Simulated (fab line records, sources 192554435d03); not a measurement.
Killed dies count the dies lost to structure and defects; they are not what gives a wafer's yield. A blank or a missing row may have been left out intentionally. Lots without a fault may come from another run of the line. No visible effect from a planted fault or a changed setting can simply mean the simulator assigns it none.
A struck lot beside a sound one ; flow n5_finfet ; 14 steps out of a route of 1938
Sound: the wafers L600.3, L600.4, L600.6. Wafers L591.4, L591.5, L591.6 were the ones struck. The cause is named last.
Each step with rows lists, per side, the tool, then ch with its chambers, then its first start. Under that, the readings that differ: sound wafers ; struck wafers ; difference of the means ; sigmas: that difference in standard deviations of wafers without a fault.
alike: a reading whose means differ by less than 2 such deviations, as well as words and numbers matching on both sides. not compared: withheld readings; readings where some wafer has no value; bounds like >300 that might hide an equal value; numbers whose values overlap and for which the record gives no deviation.
Wherever a step has rows on one side only, a row that says differs or no value, or a row with sigmas, the two part there. Non-overlapping numbers with no deviation appear without sigmas and do not part them. A reading missing from all wafers of one side parts the sides only when that side holds two or more wafers.

N5_MIM_BOT_DEGAS_01: time 60 s.
  sound on pvd_sputter-01, day 16 10:16; struck on pvd_sputter-03, day 13 20:41
  alike: heater_power_w
N5_MIM_BOT_SPUTTER_00: material TiN, target thk 35 nm, time 89.7 s.
  sound on pvd_sputter-01, day 16 10:19; struck on pvd_sputter-03, day 13 20:44
  alike: cathode_dc_power_W, throttle_valve_pct
N5_MIM_TOP_ALD_00: deposits Al2O3, purge time 3 s, co reactant pulse time 3 s.
  sound on ald_hk-02 ch 0,2,3, day 16 10:25; struck on ald_hk-02 ch 0,1,3, day 13 20:50
  alike: precursor_pulse_height_rel
then, 1 step without rows for these wafers: N5_MIM_TOP_ALD_01 (deposits HfO2, target thk 5.6 nm, pulse time 1 s, purge time 3 s).
N5_MIM_TOP_ALD_02: deposits Al2O3, purge time 3 s, co reactant pulse time 3 s.
  sound: ald_hk-02 ch 0,2,3; struck: ald_hk-02 ch 0,1,3
  alike: precursor_pulse_height_rel
N5_MIM_TOP_DEGAS_04: time 60 s.
  sound on pvd_sputter-02, day 16 15:05; struck on pvd_sputter-02, day 13 22:31
  alike: heater_power_w
then, 6 steps without rows for these wafers: N5_MIM_TOP_SPUTTER_03 (material TiN, target thk 35 nm, time 89.7 s); N5_MIM_TOP_LITHO_HMDS_01 (time 60 s); N5_MIM_TOP_LITHO_COAT_02; N5_MIM_TOP_LITHO_EBR_04; N5_MIM_TOP_LITHO_SOFTBAKE_03 (time 90 s); N5_MIM_TOP_LITHO_EXPOSE_05 (exposes mask MIM TOP, target cd 2000 nm).
N5_MIM_TOP_LITHO_PEB_06:
  sound on litho_track-02 ch 0, day 16 15:31; struck on litho_track-04, day 13 22:49
reading;sound;struck;difference;sigmas
exhaust_pa (Pa);45.6 45.9 45.7;- - -;no value on the struck wafers;
  not compared: chill_plate_temp_C, peb_time_s
then, 1 step without rows for these wafers: N5_MIM_TOP_LITHO_DEVELOP_07 (develop time 60 s).

WHERE THEY PART
Within this record, at N5_MIM_TOP_LITHO_PEB_06 only.

WHY: what the simulator had put in
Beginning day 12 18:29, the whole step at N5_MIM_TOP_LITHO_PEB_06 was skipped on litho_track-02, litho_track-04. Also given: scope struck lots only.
